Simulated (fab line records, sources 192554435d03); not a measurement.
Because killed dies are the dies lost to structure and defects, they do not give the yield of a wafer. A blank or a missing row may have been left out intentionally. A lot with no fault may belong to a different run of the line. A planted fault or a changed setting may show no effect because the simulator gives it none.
fab line records | flow n5_finfet
record: lots: 24 wafers: 72 last_day: 18
route steps=1938 shown MOL_CONTACT_COAG@554
lots untouched by any fault: they come from a run of this same line in which no faults occurred
start_h: start of the lot's first displayed wafer, in hours after the record's first day | wait_h: hours from the lot's prior step to this one | " unchanged from the row above | L1.1+2: a single row standing in for several wafers | - value missing, or start not given | * or withheld: withheld | < > ~ a bound
route shown NAME@n: names a module that has steps shown in the file, with the first one's number in the route | usual: average and standard deviation across the fault-free wafers | same: alike in all rows | chamber/n: place in a boat | sites: readings site by site | _std_site: standard deviation across them | _edge_site: mean of outer sites minus mean of inner sites | radius_mm: for every site, how far away it sits from the centre of the wafer | mask NAME#n: copy n | behind: the last tool/chamber to shape the wafer | hold: reason for holding the lot/hours on hold/outcome of the hold | device: names the non-switching transistor (n, p or np) | end of line: at the end of the route, the tests of the same wafers | where a step has no rows: the recipe by itself | killed: at the first sort, the dies lost to defects and structure; wafer yield is something else | map: a wafer's dies, marking killed ones x, the rest . and places with no die _
set.NAME: the setting that was run; set.NAME@STEP: the one run at that earlier step | model.NAME: the simulator's own value behind a step, which no gauge read
one table for each step of the route and one row for each wafer, over a sample of lots
services: when a tool's chamber went out of use (start_h, in hours from the record's first day, below 0 if earlier), for how many hours, and the reason
== steps ==
step: N5_MOL_CONTACT_COAG_CMP_23
recipe: stop_on: SiO2 t_overpolish_s: 1.5 post_cmp_clean: cu_alkaline down_force_psi: 2 platen_rpm: 50.289 pad_velocity_m_s: 1.0006 target_thk_nm: 0
usual: motor_current_A: 7.7/0.77 overpolish_run_s: 1.501/0.0096 time_to_endpoint_s: 9.9/2.7
columns lot.wafer tool chamber start_h wait_h motor_current_A overpolish_run_s time_to_endpoint_s
L074.4 cmp-04 0 92.81 0.1 7.0 1.496 5.1
L074.6 " 3 " " 8.6 1.490 15.7
L074.5 " 0 " " 6.4 1.482 8.9
L075.1 cmp-03 2 101.47 0.0 7.7 1.508 9.5
L075.2 " 0 " " 8.0 1.501 13.5
L075.6 " 3 " " 7.5 1.510 11.1
L076.4 cmp-04 2 105.91 0.0 6.3 1.503 10.5
L076.3 " 1 " " 6.9 1.514 7.0
L076.5 " 2 " " 6.5 1.504 7.5
L077.2 cmp-04 3 112.39 0.0 9.4 1.500 13.5
L077.3 " 0 " " 6.4 1.519 8.8
L077.6 " 0 " " 6.7 1.488 7.4
L078.1 cmp-03 0 120.50 0.1 7.5 1.494 12.9
L078.3 " 2 " " 8.5 1.499 6.6
L078.6 " 0 " " 7.6 1.498 11.9
L079.3 cmp-03 0 125.39 0.0 7.6 1.501 13.7
L079.4 " 2 " " 7.9 1.508 9.3
L079.6 " 1 " " 8.7 1.484 11.9
L080.1 cmp-04 3 134.39 0.0 8.8 1.512 14.7
L080.4 " 0 " " 6.8 1.505 8.2
L080.5 " 3 " " 8.8 1.515 14.4
L081.3 cmp-04 3 138.24 0.1 8.4 1.508 12.8
L081.1 " 1 " " 7.2 1.498 3.5
L081.5 " 2 " " 6.2 1.499 9.1
L082.2 cmp-03 0 142.32 0.0 8.0 1.499 13.6
L082.3 " 1 " " 8.7 1.493 11.2
L082.1 " 2 " " 8.1 1.505 7.3
L083.2 cmp-04 0 149.07 0.1 6.9 1.498 7.6
L083.3 " 1 " " 7.0 1.500 10.1
L083.5 " 3 " " 8.9 1.511 13.4
L084.1 cmp-03 1 152.58 0.1 8.3 1.505 8.9
L084.3 " 2 " " 8.4 1.498 6.3
L084.6 " 0 " " 7.7 1.524 14.3
L085.4 cmp-02 2 165.40 0.1 7.5 1.501 8.3
L085.3 " 3 " " 7.4 1.488 5.1
L085.6 " 1 " " 8.0 1.502 7.2
L086.1 cmp-02 0 166.20 0.0 7.0 1.485 12.1
L086.4 " 1 " " 8.2 1.495 10.6
L086.5 " 0 " " 7.4 1.493 9.3
L087.2 cmp-03 3 176.16 0.0 7.7 1.502 13.6
L087.6 " 3 " " 8.0 1.502 11.5
L087.5 " 0 " " 7.5 1.499 11.1
L088.4 cmp-03 3 180.49 0.1 8.3 1.490 8.6
L088.3 " 0 " " 7.8 1.489 12.1
L088.6 " 2 " " 8.0 1.499 7.8
L089.4 cmp-03 2 180.83 0.0 8.4 1.495 8.3
L089.3 " 1 " " 8.4 1.490 10.6
L089.6 " 2 " " 7.9 1.493 8.1
L090.4 cmp-03 3 193.07 0.0 7.7 1.480 11.4
L090.2 " 0 " " 7.8 1.514 12.9
L090.6 " 3 " " 7.9 1.499 9.3
L091.1 cmp-04 3 197.77 0.1 8.9 1.520 10.3
L091.3 " 0 " " 6.7 1.479 5.2
L091.6 " 2 " " 6.1 1.511 7.0
L092.4 cmp-04 2 202.13 0.1 6.6 1.507 8.6
L092.2 " 0 " " 7.1 1.503 4.6
L092.6 " 2 " " 6.3 1.519 8.4
L093.1 cmp-03 3 204.17 0.0 7.8 1.497 11.4
L093.2 " 2 " " 8.4 1.508 7.2
L093.5 " 0 " " 7.8 1.508 14.1
L094.2 cmp-04 1 219.49 0.1 7.2 1.495 7.0
L094.1 " 2 " " 6.2 1.501 11.1
L094.6 " 1 " " 7.1 1.503 6.1
L095.1 cmp-02 1 224.55 0.1 8.3 1.501 9.7
L095.3 " 3 " " 7.3 1.502 6.7
L095.5 " 1 " " 8.3 1.508 8.7
L096.3 cmp-02 3 228.55 0.0 7.8 1.496 7.6
L096.2 " 0 " " 7.5 1.491 8.1
L096.1 " 1 " " 8.6 1.491 8.2
L097.4 cmp-03 0 235.55 0.1 7.7 1.489 13.1
L097.2 " 2 " " 7.9 1.512 9.2
L097.6 " 0 " " 7.9 1.509 13.5
step: N5_MOL_CONTACT_COAG_THK_MEAS_29
recipe: reads: SiNx_of_GATE_CUT_PECVD_57+SiNx_of_GATE_CUT_SAC_CAP_01
usual: MD_CAP_THK: 17.89/0.089
columns lot.wafer tool chamber start_h wait_h MD_CAP_THK[nm]
L074.4 film_metro-02 - 97.15 - 17.87
L074.5 " - " " 17.94
L074.6 " - " " 17.87
L075.1 film_metro-02 - 104.16 - 17.87
L075.2 " - " " 17.95
L075.6 " - " " 17.90
L076.3 film_metro-01 - 109.21 - 17.77
L076.4 " - " " 17.99
L076.5 " - " " 17.93
L077.2 film_metro-01 - 115.07 - 17.82
L077.3 " - " " 17.90
L077.6 " - " " 17.78
L078.1 film_metro-02 - 123.16 0.1 17.93
L078.3 " - " " 17.88
L078.6 " - " " 17.99
L079.3 film_metro-01 - 128.08 - 17.98
L079.4 " - " " 17.83
L079.6 " - " " 18.01
L080.1 film_metro-01 - 137.07 - 17.96
L080.4 " - " " 17.92
L080.5 " - " " 17.98
L081.1 film_metro-02 - 141.16 - 18.00
L081.3 " - " " 17.81
L081.5 " - " " 17.91
L082.1 film_metro-01 - 145.00 - 17.82
L082.2 " - " " 18.07
L082.3 " - " " 17.75
L083.2 film_metro-01 - 151.92 - 17.97
L083.3 " - " " 17.92
L083.5 " - " " 17.89
L084.1 film_metro-02 - 155.32 - 17.89
L084.3 " - " " 18.00
L084.6 " - " " 17.83
L085.3 film_metro-02 - 168.08 - 17.70
L085.4 " - " " 18.03
L085.6 " - " " 17.84
L086.1 film_metro-01 - 168.90 - 17.88
L086.4 " - " " 17.85
L086.5 " - " " 17.99
L087.2 film_metro-01 - 178.85 - 18.08
L087.5 " - " " 17.97
L087.6 " - " " 17.79
L088.3 film_metro-01 - 183.14 - 17.70
L088.4 " - " " 17.90
L088.6 " - " " 17.76
L089.3 film_metro-02 - 184.19 - 17.75
L089.4 " - " " 17.84
L089.6 " - " " 17.76
L090.2 film_metro-02 - 195.83 - 17.71
L090.4 " - " " 17.80
L090.6 " - " " 17.80
L091.1 film_metro-01 - 200.42 - 17.95
L091.3 " - " " 17.89
L091.6 " - " " 17.93
L092.2 film_metro-01 - 204.92 - 17.72
L092.4 " - " " 17.83
L092.6 " - " " 17.74
L093.1 film_metro-01 - 207.37 - 17.84
L093.2 " - " " 18.02
L093.5 " - " " 18.04
L094.1 film_metro-02 - 222.13 - 17.94
L094.2 " - " " 17.92
L094.6 " - " " 17.91
L095.1 film_metro-01 - 227.19 - 17.83
L095.3 " - " " 17.99
L095.5 " - " " 17.99
L096.1 film_metro-02 - 231.23 - 17.92
L096.2 " - " " 17.81
L096.3 " - " " 17.83
L097.2 film_metro-02 - 238.20 - 17.94
L097.4 " - " " 17.95
L097.6 " - " " 17.92
step: N5_MOL_CONTACT_COAG_DESCUM_88
recipe: chemistry: O2 time_s: 7 source_power_w: 50 bias_power_w: 20 pressure_mtorr: 20 rf_frequency_hz: 2.712e+07 temp_c: 40 resist: CAR-EUV o2_flow_sccm: 225
usual: drypump_motor_current_A: 5.8/0.36 oes_product_au: 0.79/0.098 rf_vpp_V: 243.3/1.4 showerhead_plenum_p_Torr: 2.10/0.079 throttle_valve_pct: 20.36/0.27
columns lot.wafer tool chamber start_h wait_h drypump_motor_current_A oes_product_au rf_hours_counter_h rf_vpp_V showerhead_plenum_p_Torr throttle_valve_pct
L074.4 rie_diel-04 2 98.27 0.0 5.5 0.75 153 241.2 2.03 20.49
L074.5 " 1 " " 6.1 0.90 - 243.7 2.12 20.10
L074.6 " 0 " " 6.4 0.73 - 245.1 2.16 20.99
L075.1 rie_diel-04 1 106.18 0.0 6.1 0.90 34 243.1 2.12 20.12
L075.2 " 0 " " 6.4 0.73 211 244.3 2.16 20.98
L075.6 " 2 " " 5.5 0.74 - 241.3 2.03 20.53
L076.3 rie_diel-04 0 110.33 0.0 6.4 0.73 213 243.7 2.16 20.99
L076.4 " 3 " " 5.7 0.71 225 242.4 2.17 20.71
L076.5 " 1 " " 6.1 0.90 - 244.3 2.12 20.13
L077.2 rie_diel-03 1 116.29 0.1 5.8 0.91 8 243.4 2.13 20.35
L077.3 " 2 " " 5.9 0.71 216 240.8 1.98 20.25
L077.6 " 1 " " 5.8 0.91 - 244.9 2.13 20.35
L078.1 rie_diel-03 0 126.92 0.0 5.8 0.71 195 244.6 2.18 20.11
L078.3 " 2 " " 5.8 0.70 219 241.1 1.98 20.26
L078.6 " 0 " " 5.8 0.71 - 244.3 2.18 20.11
L079.3 rie_diel-03 2 129.80 0.6 5.9 0.70 220 240.9 1.98 20.24
L079.4 " 1 " " 5.8 0.91 12 245.7 2.13 20.35
L079.6 " 3 " " 5.5 0.98 - 242.7 2.08 20.49
L080.1 rie_diel-04 2 138.43 0.0 5.5 0.74 167 242.5 2.02 20.51
L080.4 " 0 " " 6.4 0.72 224 244.2 2.15 21.02
L080.5 " 2 " " 5.5 0.74 - 242.0 2.02 20.52
L081.1 rie_diel-03 2 142.38 0.1 5.9 0.69 223 241.4 1.98 20.28
L081.3 " 1 " " 5.8 0.90 16 244.4 2.12 20.36
L081.5 " 2 " " 5.9 0.69 - 242.0 1.98 20.25
L082.1 rie_diel-04 2 146.03 0.0 5.5 0.73 169 241.6 2.02 20.52
L082.2 " 1 " " 6.1 0.87 49 244.6 2.12 20.12
L082.3 " 3 " " 5.7 0.69 239 243.8 2.17 20.74
L083.2 rie_diel-04 0 153.16 0.3 6.4 0.71 229 244.7 2.15 21.00
L083.3 " 3 " " 5.7 0.69 241 244.0 2.16 20.73
L083.5 " 0 " " 6.4 0.71 - 244.4 2.15 21.02
L084.1 rie_diel-03 3 156.34 0.0 5.5 0.94 12 244.2 2.07 20.51
L084.3 " 0 " " 5.8 0.70 206 244.7 2.18 20.13
L084.6 " 0 " " 5.8 0.70 - 244.4 2.18 20.12
L085.3 rie_diel-03 0 169.55 0.1 5.8 0.69 210 242.9 2.17 20.14
L085.4 " 1 " " 5.8 0.87 26 243.9 2.12 20.36
L085.6 " 2 " " 5.9 0.69 - 243.3 1.97 20.27
L086.1 rie_diel-03 1 170.33 0.1 5.8 0.87 26 244.2 2.12 20.37
L086.4 " 0 " " 5.8 0.70 210 242.8 2.17 20.13
L086.5 " 1 " " 5.8 0.88 - 244.0 2.12 20.38
L087.2 rie_diel-05 3 179.99 0.0 5.7 0.69 216 242.1 2.09 20.49
L087.5 " 0 " " 6.6 0.82 - 246.2 2.19 20.44
L087.6 " 3 " " 5.7 0.70 - 242.8 2.09 20.50
L088.3 rie_diel-03 1 185.64 0.2 5.8 0.87 31 244.6 2.12 20.38
L088.4 " 3 " " 5.5 0.92 20 242.5 2.07 20.51
L088.6 " 2 " " 5.8 0.68 - 243.2 1.97 20.28
L089.3 rie_diel-05 0 186.18 0.3 6.6 0.81 107 244.8 2.19 20.46
L089.4 " 1 " " 5.6 0.71 209 242.7 1.97 20.25
L089.6 " 2 " " 5.1 0.90 - 245.4 2.20 19.84
L090.2 rie_diel-05 3 196.83 0.0 5.7 0.68 223 242.5 2.08 20.52
L090.4 " 0 " " 6.6 0.80 111 243.7 2.19 20.44
L090.6 " 1 " " 5.6 0.70 - 242.6 1.97 20.26
L091.1 rie_diel-03 2 201.84 0.3 5.8 0.69 245 239.9 1.97 20.30
L091.3 " 1 " " 5.8 0.86 38 242.9 2.12 20.40
L091.6 " 1 " " 5.7 0.86 - 243.4 2.12 20.39
L092.2 rie_diel-03 2 205.95 0.0 5.9 0.68 247 242.5 1.97 20.30
L092.4 " 1 " " 5.8 0.85 - 245.1 2.12 20.40
L092.6 " 2 " " 5.9 0.68 - 241.6 1.97 20.30
L093.1 rie_diel-05 2 208.41 0.1 5.1 0.88 29 245.0 2.20 19.84
L093.2 " 1 " " 5.6 0.70 216 241.7 1.96 20.25
L093.5 " 1 " " 5.6 0.70 - 241.7 1.96 20.27
L094.1 rie_diel-05 1 223.62 0.2 5.6 0.69 222 240.5 1.96 20.29
L094.2 " 2 " " 5.1 0.88 34 244.4 2.20 19.87
L094.6 " 1 " " 5.6 0.69 - 240.1 1.96 20.26
L095.1 rie_diel-05 2 228.22 0.1 5.1 0.88 35 245.8 2.20 19.86
L095.3 " 1 " " 5.6 0.69 224 241.1 1.96 20.28
L095.5 " 1 " " 5.6 0.69 - 241.7 1.96 20.29
L096.1 rie_diel-04 3 232.23 0.0 5.7 0.92 14 244.0 2.16 20.42
L096.2 " 0 " " 6.4 0.97 3 245.4 2.14 20.70
L096.3 " 1 " " 6.1 0.82 83 242.2 2.10 20.20
L097.2 rie_diel-04 1 240.14 0.5 6.1 0.82 86 245.3 2.10 20.20
L097.4 " 2 " " 5.5 0.70 - 240.9 2.01 20.59
L097.6 " 0 " " 6.4 0.96 - 245.1 2.14 20.72
step: N5_MOL_CONTACT_COAG_ALD_133
recipe: material: SiO2 target_thk_a: 50 temp_c: 100 ald_precursor_family: BDEAS ald_co_reactant: O2-plasma pulse_time_s: 1 co_reactant_pulse_time_s: 1 purge_time_s: 2 co_reactant_purge_time_s: 2 ald_cycles: 35 pressure_torr: 2
usual: heater_power_w: 83/9.4 precursor_pulse_height_rel: 1.001/0.021
columns lot.wafer tool chamber start_h wait_h heater_power_w precursor_pulse_height_rel since_wet_clean_h
L074.4 ald_sin-04 1 101.43 1.6 93 0.985 -
L074.5 " 3 " " 93 1.008 -
L074.6 " 2 " " 83 1.006 -
L075.1 ald_sin-03 3 108.05 0.1 77 1.028 205
L075.2 " 0 " " 69 1.007 205
L075.6 " 1 " " 89 1.006 -
L076.3 ald_sin-01 1 112.04 0.1 70 1.039 100
L076.4 " 2 " " 89 1.007 100
L076.5 " 2 " " 93 1.014 -
L077.2 ald_sin-04 3 117.81 0.1 94 0.959 307
L077.3 " 0 " " 68 1.020 307
L077.6 " 3 " " 96 1.013 -
L078.1 ald_sin-03 1 128.79 0.4 90 0.974 226
L078.3 " 0 " " 70 0.997 226
L078.6 " 3 " " 78 1.003 -
L079.3 ald_sin-04 0 131.61 0.1 68 1.003 321
L079.4 " 2 " " 86 1.011 321
L079.6 " 1 " " 95 0.973 -
L080.1 ald_sin-03 3 140.84 1.0 76 0.987 238
L080.4 " 0 " " 68 0.952 238
L080.5 " 2 " " 87 1.020 -
L081.1 ald_sin-04 3 144.77 0.8 98 1.011 334
L081.3 " 0 " " 69 0.977 334
L081.5 " 3 " " 95 0.997 -
L082.1 ald_sin-01 2 147.49 0.1 91 1.001 135
L082.2 " 3 " " 75 1.038 135
L082.3 " 1 " " 74 1.059 135
L083.2 ald_sin-03 1 154.99 0.4 89 1.032 252
L083.3 " 2 " " 86 0.971 252
L083.5 " 0 " " 69 0.996 -
L084.1 ald_sin-03 2 159.02 0.1 86 0.998 256
L084.3 " 1 " " 90 1.020 256
L084.6 " 3 " " 79 0.994 -
L085.3 ald_sin-01 2 171.32 0.1 90 0.988 159
L085.4 " 3 " " 76 0.982 159
L085.6 " 0 " " 82 1.012 -
L086.1 ald_sin-04 3 172.38 0.1 97 1.004 362
L086.4 " 2 " " 84 0.995 362
L086.5 " 3 " " 97 0.984 -
L087.2 ald_sin-03 2 182.08 0.5 89 0.970 280
L087.5 " 3 " " 79 0.971 -
L087.6 " 1 " " 93 1.014 -
L088.3 ald_sin-01 3 187.37 0.3 75 0.989 175
L088.4 " 0 " " 85 0.986 175
L088.6 " 0 " " 83 1.015 -
L089.3 ald_sin-03 1 188.71 0.1 91 1.015 286
L089.4 " 0 " " 70 1.009 286
L089.6 " 0 " " 69 0.991 -
L090.2 ald_sin-01 2 198.61 0.1 93 0.991 186
L090.4 " 1 " " 72 0.985 186
L090.6 " 2 " " 89 1.017 -
L091.1 ald_sin-01 3 203.25 0.1 77 0.979 191
L091.3 " 1 " " 73 0.941 191
L091.6 " 1 " " 72 1.011 -
L092.2 ald_sin-04 1 207.54 0.1 88 1.042 17
L092.4 " 2 " " 88 1.029 17
L092.6 " 2 " " 86 0.981 -
L093.1 ald_sin-04 1 210.13 0.1 90 1.004 19
L093.2 " 0 " " 68 0.987 19
L093.5 " 1 " " 91 1.005 -
L094.1 ald_sin-01 3 225.03 0.1 75 0.984 213
L094.2 " 0 " " 84 0.998 213
L094.6 " 1 " " 72 0.974 -
L095.1 ald_sin-04 2 230.24 0.1 86 0.999 40
L095.3 " 1 " " 91 0.986 40
L095.5 " 2 " " 87 0.964 -
L096.1 ald_sin-01 2 233.74 0.1 93 1.012 221
L096.2 " 1 " " 74 0.977 221
L096.3 " 0 " " 85 0.994 221
L097.2 ald_sin-04 3 241.76 0.1 97 1.010 51
L097.4 " 1 " " 92 1.024 51
L097.6 " 2 " " 90 1.006 -
step: N5_MOL_CONTACT_COAG_CD_MEAS_101
recipe: target_cd_nm: 16
usual: cd_nm: 16.1/0.36
columns lot.wafer tool chamber start_h wait_h cd_nm
L074.4 cd_sem-03 - 102.04 0.0 16.3
L074.5 " - " " 16.0
L074.6 " - " " 16.7
L075.1 cd_sem-03 - 108.73 0.0 15.7
L075.2 " - " " 16.1
L075.6 " - " " 15.7
L076.3 cd_sem-01 - 112.88 0.0 16.1
L076.4 " - " " 16.6
L076.5 " - " " 16.6
L077.2 cd_sem-03 - 118.53 0.0 16.5
L077.3 " - " " 16.7
L077.6 " - " " 16.5
L078.1 cd_sem-03 - 129.48 0.0 16.2
L078.3 " - " " 16.0
L078.6 " - " " 15.6
L079.3 cd_sem-01 - 132.30 0.0 15.6
L079.4 " - " " 15.7
L079.6 " - " " 16.0
L080.1 cd_sem-03 - 141.53 0.0 16.0
L080.4 " - " " 15.7
L080.5 " - " " 16.3
L081.1 cd_sem-03 - 145.46 0.0 15.8
L081.3 " - " " 15.9
L081.5 " - " " 16.5
L082.1 cd_sem-03 - 148.18 0.0 16.4
L082.2 " - " " 16.6
L082.3 " - " " 16.5
L083.2 cd_sem-02 - 155.81 0.0 16.2
L083.3 " - " " 15.2
L083.5 " - " " 15.9
L084.1 cd_sem-03 - 159.71 0.0 16.1
L084.3 " - " " 15.9
L084.6 " - " " 15.6
L085.3 cd_sem-02 - 172.07 0.0 16.5
L085.4 " - " " 16.3
L085.6 " - " " 16.2
L086.1 cd_sem-03 - 173.08 0.0 15.5
L086.4 " - " " 16.3
L086.5 " - " " 15.4
L087.2 cd_sem-03 - 182.77 0.0 16.0
L087.5 " - " " 16.7
L087.6 " - " " 16.1
L088.3 cd_sem-03 - 188.07 0.0 16.0
L088.4 " - " " 16.3
L088.6 " - " " 16.1
L089.3 cd_sem-03 - 189.41 0.0 16.4
L089.4 " - " " 15.7
L089.6 " - " " 15.9
L090.2 cd_sem-02 - 199.30 0.0 17.0
L090.4 " - " " 16.9
L090.6 " - " " 16.1
L091.1 cd_sem-01 - 203.99 0.0 15.8
L091.3 " - " " 15.6
L091.6 " - " " 15.6
L092.2 cd_sem-03 - 208.37 0.0 16.3
L092.4 " - " " 15.8
L092.6 " - " " 15.8
L093.1 cd_sem-01 - 210.89 0.0 16.7
L093.2 " - " " 15.9
L093.5 " - " " 16.2
L094.1 cd_sem-01 - 225.71 0.0 15.6
L094.2 " - " " 15.6
L094.6 " - " " 15.6
L095.1 cd_sem-03 - 231.32 0.0 15.6
L095.3 " - " " 15.8
L095.5 " - " " 15.9
L096.1 cd_sem-03 - 234.42 0.0 16.4
L096.2 " - " " 15.9
L096.3 " - " " 15.9
L097.2 cd_sem-03 - 242.58 0.0 15.8
L097.4 " - " " 15.5
L097.6 " - " " 16.4
step: N5_MOL_CONTACT_COAG_CMP_52
recipe: stop_on: SiO2 t_overpolish_s: 1.5 post_cmp_clean: w_dilute_nh4oh down_force_psi: 4 platen_rpm: 50.289 pad_velocity_m_s: 1.0006 target_thk_nm: 66.5
usual: motor_current_A: 11.7/1.1 overpolish_run_s: 1.500/0.0093 time_to_endpoint_s: 13.1/2.5
columns lot.wafer tool chamber start_h wait_h motor_current_A overpolish_run_s time_to_endpoint_s
L074.4 cmp-04 0 102.53 0.1 9.9 1.494 8.9
L074.6 " 3 " " 13.3 1.495 13.7
L074.5 " 0 " " 10.2 1.516 8.8
L075.1 cmp-03 0 109.22 0.1 11.5 1.521 16.3
L075.2 " 1 " " 12.1 1.496 15.6
L075.6 " 0 " " 11.8 1.502 17.6
L076.4 cmp-04 2 113.33 0.0 9.4 1.504 14.1
L076.3 " 0 " " 10.3 1.493 10.9
L076.5 " 2 " " 9.7 1.489 11.2
L077.3 cmp-03 3 119.08 0.1 11.6 1.504 13.5
L077.2 " 0 " " 11.8 1.510 15.0
L077.6 " 1 " " 12.4 1.496 11.1
L078.1 cmp-03 2 129.98 0.1 12.3 1.500 12.4
L078.3 " 0 " " 12.0 1.504 17.5
L078.6 " 1 " " 12.5 1.498 17.3
L079.3 cmp-04 2 132.75 0.0 10.1 1.515 12.4
L079.4 " 3 " " 12.8 1.503 17.7
L079.6 " 3 " " 13.2 1.501 16.5
L080.1 cmp-03 3 142.02 0.1 11.4 1.496 10.8
L080.4 " 0 " " 11.5 1.509 15.5
L080.5 " 3 " " 12.7 1.485 12.7
L081.1 cmp-04 3 145.91 0.0 12.7 1.490 16.3
L081.3 " 2 " " 9.4 1.482 13.6
L081.5 " 0 " " 9.5 1.499 13.5
L082.1 cmp-04 1 148.63 0.0 10.5 1.501 12.1
L082.3 " 3 " " 13.4 1.503 16.2
L082.2 " 0 " " 10.0 1.512 8.9
L083.3 cmp-03 0 156.26 0.0 12.0 1.497 16.3
L083.2 " 1 " " 12.5 1.502 13.9
L083.5 " 1 " " 12.8 1.512 12.4
L084.1 cmp-02 0 160.16 0.0 11.0 1.492 13.6
L084.3 " 1 " " 12.6 1.503 13.8
L084.6 " 1 " " 12.7 1.509 12.4
L085.3 cmp-03 0 172.59 0.1 11.5 1.500 12.1
L085.4 " 1 " " 12.6 1.497 14.8
L085.6 " 3 " " 11.9 1.488 13.1
L086.4 cmp-04 3 173.57 0.1 14.1 1.495 14.1
L086.1 " 1 " " 10.7 1.505 9.6
L086.5 " 3 " " 12.8 1.495 13.9
L087.2 cmp-02 1 183.22 0.0 12.8 1.494 12.0
L087.5 " 1 " " 12.8 1.491 11.9
L087.6 " 2 " " 13.1 1.512 12.3
L088.4 cmp-03 3 188.72 0.0 11.7 1.504 12.0
L088.3 " 2 " " 11.8 1.495 12.0
L088.6 " 3 " " 13.1 1.510 13.5
L089.3 cmp-02 3 189.90 0.1 11.5 1.511 13.0
L089.4 " 1 " " 12.6 1.518 13.8
L089.6 " 3 " " 11.2 1.486 13.2
L090.4 cmp-03 0 199.82 0.1 11.4 1.496 15.5
L090.2 " 1 " " 12.6 1.480 13.9
L090.6 " 3 " " 11.0 1.497 16.1
L091.1 cmp-04 0 204.45 0.0 9.9 1.497 10.0
L091.3 " 2 " " 9.6 1.505 10.2
L091.6 " 1 " " 10.5 1.500 7.9
L092.2 cmp-03 2 208.83 0.0 12.3 1.487 12.0
L092.4 " 0 " " 11.9 1.510 17.1
L092.6 " 3 " " 11.5 1.487 14.5
L093.2 cmp-03 3 211.35 0.0 12.5 1.505 14.5
L093.1 " 0 " " 12.5 1.509 16.9
L093.5 " 3 " " 12.4 1.494 14.1
L094.1 cmp-02 0 226.20 0.1 11.3 1.482 11.7
L094.2 " 2 " " 12.8 1.506 13.7
L094.6 " 3 " " 11.4 1.501 12.0
L095.3 cmp-03 3 231.77 0.0 12.0 1.511 16.3
L095.1 " 0 " " 11.5 1.505 17.1
L095.5 " 0 " " 11.4 1.490 16.7
L096.2 cmp-02 0 234.88 0.0 10.5 1.490 16.2
L096.3 " 2 " " 12.2 1.503 13.8
L096.1 " 3 " " 11.7 1.484 13.2
L097.2 cmp-02 0 243.03 0.0 11.2 1.505 13.7
L097.4 " 1 " " 12.6 1.496 14.1
L097.6 " 1 " " 12.3 1.504 12.6
== services ==
columns tool chamber start_h hours kind
cmp-03 - 68.93 4.3 pm
cmp-04 - 71.18 1.7 repair
cmp-04 - 75.23 0.3 repair
rie_diel-05 2 91.55 11.1 repair
cmp-03 - 111.33 0.9 repair
rie_diel-03 - 118.04 2.8 pm
cmp-04 - 118.06 4.0 pm
rie_diel-04 2 122.02 1.8 repair
ald_sin-03 - 130.20 1.2 repair
cmp-02 - 132.74 11.8 pm
ald_sin-01 0 144.35 15.5 repair
ald_sin-03 1 166.43 8.9 repair
rie_diel-05 0 166.50 3.8 repair
rie_diel-05 3 168.28 4.5 repair
cmp-04 - 175.32 3.3 pm
ald_sin-04 - 176.75 14.0 pm
cmp-03 - 181.91 3.1 repair
rie_diel-03 3 197.84 8.7 repair
cmp-04 - 207.03 0.2 repair
rie_diel-03 3 214.28 5.1 repair
ald_sin-03 1 217.86 2.9 repair
cmp-03 - 227.02 1.6 repair
cmp-02 - 231.24 1.0 repair
cmp-04 - 242.01 0.8 repair
== key ==
fault none
